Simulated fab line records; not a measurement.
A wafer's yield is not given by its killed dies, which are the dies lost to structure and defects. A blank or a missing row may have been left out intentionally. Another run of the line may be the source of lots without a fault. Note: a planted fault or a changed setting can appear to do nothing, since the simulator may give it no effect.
Chamber matching    flow n5 finfet    N5_HKMG_FIN_ETCH_67 on rie diel-05 has 4 sister chambers
The step etches SOC in N2/H2, stops on TiN, target depth 388.9 nm. 8 wafers are shown with their chamber, then 7 later ones without.

== WAFERS PAIRED WITH THEIR CHAMBERS ==
wafer   chamber  drypump motor current A (A)  showerhead plenum p Torr (Torr)
L078.6  2        5.8                          2.49
L080.4  3        6.3                          2.64
L080.5  0        5.7                          2.60
L082.1  1        5.9                          2.48
L082.2  2        5.8                          2.48
L082.6  1        5.9                          2.48
L083.4  3        6.3                          2.63
L083.5  0        5.8                          2.59

== WAFERS WITH NO CHAMBER GIVEN ==
wafer   drypump motor current A (A)  showerhead plenum p Torr (Torr)
L083.6  5.9                          2.48
L092.1  5.9                          2.47
L092.4  5.8                          2.47
L092.5  5.8                          2.47
L096.3  5.8                          2.47
L096.4  6.3                          2.62
L096.6  5.9                          2.46

== THE CHAMBER EACH PASSED THROUGH ==
wafer   from the rows above      in truth
L083.6  1                        1
L092.1  1                        1
L092.4  can't be placed: 2 or 1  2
L092.5  can't be placed: 2 or 1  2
L096.3  can't be placed: 2 or 1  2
L096.4  3                        3
L096.6  can't be placed: 1 or 2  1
3 of 7 placed correctly. Cannot be placed on the basis of these rows: 4; the candidates contain the true chamber in 4. Number placed wrongly: 0.
How it was worked out, from the rows above alone: a wafer's distance from a chamber is the root of the sum, over the readings, of the square of ((its reading less the chamber's mean) divided by the reading's scatter). If the next closest chamber is less than 2 further off than the closest, the wafer can't be placed; otherwise it belongs to the closest. A chamber's mean is the mean of its shown wafers. The scatter is the square root of a quotient: the sum, over the shown wafers, of each reading's squared deviation from its chamber's mean, divided by wafers minus chambers.
